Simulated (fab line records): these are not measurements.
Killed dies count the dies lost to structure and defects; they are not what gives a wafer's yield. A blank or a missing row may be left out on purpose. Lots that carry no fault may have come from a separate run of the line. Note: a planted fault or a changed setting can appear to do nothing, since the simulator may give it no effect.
Matching of chambers + flow n5 finfet + N5_FIN_CUT_STRIP_24 on rie diel-01: 4 sister chambers
The step strips in CF4. 4 wafers are shown with their chamber, then 8 later ones without.

== WAFERS, EACH WITH ITS CHAMBER ==
| wafer  | chamber | drypump motor current A (A) |
|--------|---------|-----------------------------|
| L086.6 | 0       | 6.5                         |
| L090.4 | 2       | 5.7                         |
| L090.6 | 1       | 5.8                         |
| L095.2 | 3       | 5.4                         |

== WAFERS WHOSE CHAMBER IS MISSING ==
| wafer  | drypump motor current A (A) |
|--------|-----------------------------|
| L095.3 | 6.4                         |
| L095.4 | 5.7                         |
| L096.1 | 6.4                         |
| L096.3 | 5.7                         |
| L096.5 | 5.7                         |
| L097.1 | 5.7                         |
| L097.2 | 6.5                         |
| L097.3 | 5.8                         |

== EACH ONE'S CHAMBER ==
| wafer  | from the rows above | in truth |
|--------|---------------------|----------|
| L095.3 | 0                   | 0        |
| L095.4 | 2                   | 2        |
| L096.1 | 0                   | 0        |
| L096.3 | 2                   | 2        |
| L096.5 | 2                   | 2        |
| L097.1 | 2                   | 2        |
| L097.2 | 0                   | 0        |
| L097.3 | 1                   | 1        |
Correct placement for 8 of the 8. From these rows, 0 cannot be placed. 0 placed wrongly.
How it was worked out, from the rows above alone: a wafer's distance from a chamber is the root of the sum, over the readings, of the square of ((its reading less the chamber's mean) divided by the reading's scatter). If the next closest chamber is less than 2 further off than the closest, the wafer can't be placed; otherwise it belongs to the closest. The mean given for a chamber averages the wafers shown for that chamber. The scatter: with one shown wafer a chamber, the root of the mean of the squares of how far each hidden wafer lies from its nearest shown one.
